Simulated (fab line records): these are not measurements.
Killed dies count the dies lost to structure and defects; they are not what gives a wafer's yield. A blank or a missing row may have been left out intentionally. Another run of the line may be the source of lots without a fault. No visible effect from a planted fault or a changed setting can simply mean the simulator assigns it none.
Chamber matching	flow n5-finfet	N5_SD_EPI_P_ETCHBACK_46 on rie-diel-02 has 4 sister chambers
The step etches SiNx in CH3F/O2, stops on SiO2, target depth 17.5 nm. 4 wafers are shown with their chamber, then 7 later ones without.

WAFERS WITH THEIR CHAMBER
wafer	chamber	showerhead-plenum-p-Torr (Torr)
L084.3	0	2.08
L084.6	2	1.90
L088.1	1	1.87
L088.2	3	2.08

WAFERS WHOSE CHAMBER IS MISSING
wafer	showerhead-plenum-p-Torr (Torr)
L088.5	1.87
L091.2	2.08
L091.3	2.07
L091.4	2.07
L093.2	2.08
L093.4	2.15
L093.6	2.07

THE CHAMBER EACH PASSED THROUGH
wafer	from the rows above	in truth
L088.5	can't be placed: 1 or 2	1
L091.2	can't be placed: 0 or 3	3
L091.3	can't be placed: 0 or 3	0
L091.4	can't be placed: 0 or 3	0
L093.2	can't be placed: 0 or 3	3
L093.4	can't be placed: 0 or 3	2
L093.6	can't be placed: 0 or 3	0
Correct placement for 0 of the 7. Unplaceable from these rows: 7, with the true chamber sitting among the candidates in 6. Wrongly placed: 0.
How it was worked out, from the rows above alone: a wafer's distance from a chamber is the root of the sum, over the readings, of the square of ((its reading less the chamber's mean) divided by the reading's scatter). If the next closest chamber is less than 2 further off than the closest, the wafer can't be placed; otherwise it belongs to the closest. Each chamber's mean is taken over the wafers shown for it. The scatter (one wafer shown for each chamber): square how far every hidden wafer sits from the nearest shown wafer, average those squares and take the square root.
